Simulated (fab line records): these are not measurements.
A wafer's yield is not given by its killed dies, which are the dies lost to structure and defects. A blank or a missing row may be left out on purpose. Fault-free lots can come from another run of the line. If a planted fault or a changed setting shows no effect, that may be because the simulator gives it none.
Matching of chambers	flow nand harc	3 sister chambers for NHARC_A_STAIRCASE_DEP_156 on pecvd-03
The step deposits SiNx, target thk 50 nm. 6 wafers are shown with their chamber, then 7 later ones without.

== WAFERS PAIRED WITH THEIR CHAMBERS ==
wafer	chamber	heater power w (W)
L081.3	0	558
L081.4	2	639
L080.3	0	606
L080.5	1	804
L087.1	1	798
L087.3	2	625

== WAFERS WITH NO CHAMBER GIVEN ==
wafer	heater power w (W)
L087.6	632
L089.2	543
L089.5	539
L089.6	768
L090.2	548
L090.5	788
L090.6	598

== WHICH CHAMBER EACH ONE RAN IN ==
wafer	from the rows above	in truth
L087.6	2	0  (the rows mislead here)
L089.2	0	0
L089.5	0	0
L089.6	1	1
L090.2	0	0
L090.5	1	1
L090.6	can't be placed: 0 or 2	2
5 of 7 placed correctly. Unplaceable from these rows: 1, with the true chamber sitting among the candidates in 1. Number placed wrongly: 1.
How it was worked out, from the rows above alone: a wafer's distance from a chamber is the root of the sum, over the readings, of the square of ((its reading less the chamber's mean) divided by the reading's scatter). The wafer belongs to the nearest chamber; if the next one is less than 2 further off, it can't be placed. For every chamber, the mean is computed from those of its wafers that are shown. The scatter: the root of (the sum of the squares of (reading less its chamber's mean) over the shown wafers, divided by (wafers less chambers)).
